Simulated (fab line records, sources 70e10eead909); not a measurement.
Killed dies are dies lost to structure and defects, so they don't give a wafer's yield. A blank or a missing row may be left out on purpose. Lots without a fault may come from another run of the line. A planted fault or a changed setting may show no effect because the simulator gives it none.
One fault seen from 2 desks | flow nand_harc | each desk has only its own numbers; what lay behind them comes last

THE TOOL OWNER'S DESK: pecvd_onon-04
The tool's own readings at NHARC_A_ONON_D2_DEP_19 (target thk 1000 nm): means of the sampled wafers that have a number, for each lot that ran on this tool. A lot is out of limits, marked OUT, if its mean lies more than 4 standard deviations from the usual mean; the brackets give that distance.
Columns: A = nh3_flow_sccm at NHARC_A_ONON_D2_DEP_19, usual 499.6 sccm
lot  | first seen here | A
L525 | day 14 13:05    | 499.9
L526 | day 15 15:10    | 498.9
L532 | day 17 08:43    | 501.1
L535 | day 19 01:31    | 497.7
This desk's finding: nothing out of limits on any of the 4 lots.

THE METROLOGY DESK
What the gauges read, lot by lot, whatever tool the lot ran on: means of the sampled wafers that have a number. A lot is out of limits, marked OUT, if its mean lies more than 4 standard deviations from the usual mean; the brackets give that distance.
Columns: A = thk_nm at NHARC_A_ONON_D2_THK_MEAS_21, usual 1002 nm; B = cd_nm at NHARC_A_CHANNEL_HOLE_D2_CD_MEAS_10, usual 99.7 nm
lot  | first seen here | A              | B
L523 | day 13 19:45    | 1004           | 99.4
L524 | day 14 01:58    | 1008           | 100.1
L525 | day 14 13:28    | 991            | 99.3
L526 | day 15 15:34    | 993            | 99.7
L527 | day 15 15:34    | 1010           | 99.9
L528 | day 16 03:00    | 986            | 98.9
L531 | day 17 09:13    | 1004           | 99.8
L532 | day 17 09:14    | 1003           | 99.6
L533 | day 17 23:00    | 1012           | 99.2
L536 | day 19 02:00    | 989            | 99.8
L535 | day 19 02:01    | 1203 (+20) OUT | 100.5
L543 | day 21 21:52    | 1004           | 100.1
L544 | day 22 05:23    | 990            | 100.4
This desk's finding: out of limits on L535; first on L535, day 19 02:01 (thk_nm at NHARC_A_ONON_D2_THK_MEAS_21). In limits: L523, L524, L525, L526, L527, L528, L531, L532, L533, L536, L543, L544.

PUT TOGETHER
The metrology desk could have raised an alarm at day 19 02:01, on L535.
The tool owner's desk saw nothing out of limits.
The tool owner's desk has L535 on record, within its limits.
Of the lots named, all ran NHARC_A_ONON_D2_DEP_19 on pecvd_onon-04.

WHAT THE SIMULATOR HAD PUT IN
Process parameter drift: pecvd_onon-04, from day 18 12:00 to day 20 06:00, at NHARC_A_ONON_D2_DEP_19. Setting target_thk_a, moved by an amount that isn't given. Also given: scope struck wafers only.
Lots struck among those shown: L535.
Hours from the fault's start to each desk's first reading out of limits: the metrology desk, 14.
